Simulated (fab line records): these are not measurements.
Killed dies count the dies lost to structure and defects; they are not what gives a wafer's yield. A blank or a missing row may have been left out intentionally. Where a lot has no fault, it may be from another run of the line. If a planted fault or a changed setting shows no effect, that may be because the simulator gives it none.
Matching of chambers | flow nand_harc | cmp-01 running NHARC_A_SGD_CUT_CMP_21: 4 sister chambers
The step polishes, target thk 148.19 nm. 14 wafers are shown with their chamber, then 7 later ones without.

## WAFERS, EACH WITH ITS CHAMBER
wafer  | chamber | motor_current_A (A) | time_to_endpoint_s (s)
L075.1 | 1       | 11.9                | 47
L075.2 | 3       | 13.0                | 46
L075.6 | 2       | 11.8                | 45
L077.3 | 0       | 10.2                | 54
L077.4 | 1       | 11.5                | 50
L077.5 | 0       | 10.6                | 55
L080.1 | 1       | 11.8                | 52
L080.4 | 2       | 11.0                | 51
L080.6 | 3       | 13.3                | 52
L086.1 | 0       | 10.6                | 54
L086.2 | 3       | 12.4                | 47
L086.4 | 2       | 11.6                | 46
L089.4 | 3       | 12.8                | 50
L089.5 | 0       | 10.9                | 56

SIGNATURES (means of the wafers above)
reading            | chamber 0 | chamber 1 | chamber 2 | chamber 3 | scatter within a chamber
motor_current_A    | 10.575    | 11.733    | 11.467    | 12.875    | 0.333
time_to_endpoint_s | 54.75     | 49.67     | 47.33     | 48.75     | 2.43
Rule: for a wafer and a chamber, the distance is found by dividing, reading by reading, the gap between the wafer's reading and the chamber's mean by the reading's scatter, squaring, summing and taking the root. If the next closest chamber is less than 2 further off than the closest, the wafer can't be placed; otherwise it belongs to the closest. The scatter is the square root of a quotient: the sum, over the shown wafers, of each reading's squared deviation from its chamber's mean, divided by wafers minus chambers.

## WAFERS WHOSE CHAMBER IS MISSING
wafer  | motor_current_A (A) | time_to_endpoint_s (s)
L089.6 | 12.6                | 50
L091.1 | 10.6                | 56
L091.3 | 12.5                | 49
L091.6 | 11.2                | 50
L094.3 | 11.9                | 52
L094.4 | 12.2                | 49
L094.6 | 12.0                | 50

## EACH ONE'S CHAMBER
wafer  | from the rows above          | in truth
L089.6 | can't be placed: 3 or 1      | 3
L091.1 | 0                            | 0
L091.3 | can't be placed: 3 or 1      | 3
L091.6 | can't be placed: 2 or 1 or 0 | 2
L094.3 | can't be placed: 1 or 2      | 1
L094.4 | can't be placed: 1 or 3 or 2 | 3
L094.6 | can't be placed: 1 or 2 or 3 | 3
1 of 7 placed correctly. Unplaceable from these rows: 6, with the true chamber sitting among the candidates in 6. Wrongly placed: 0.
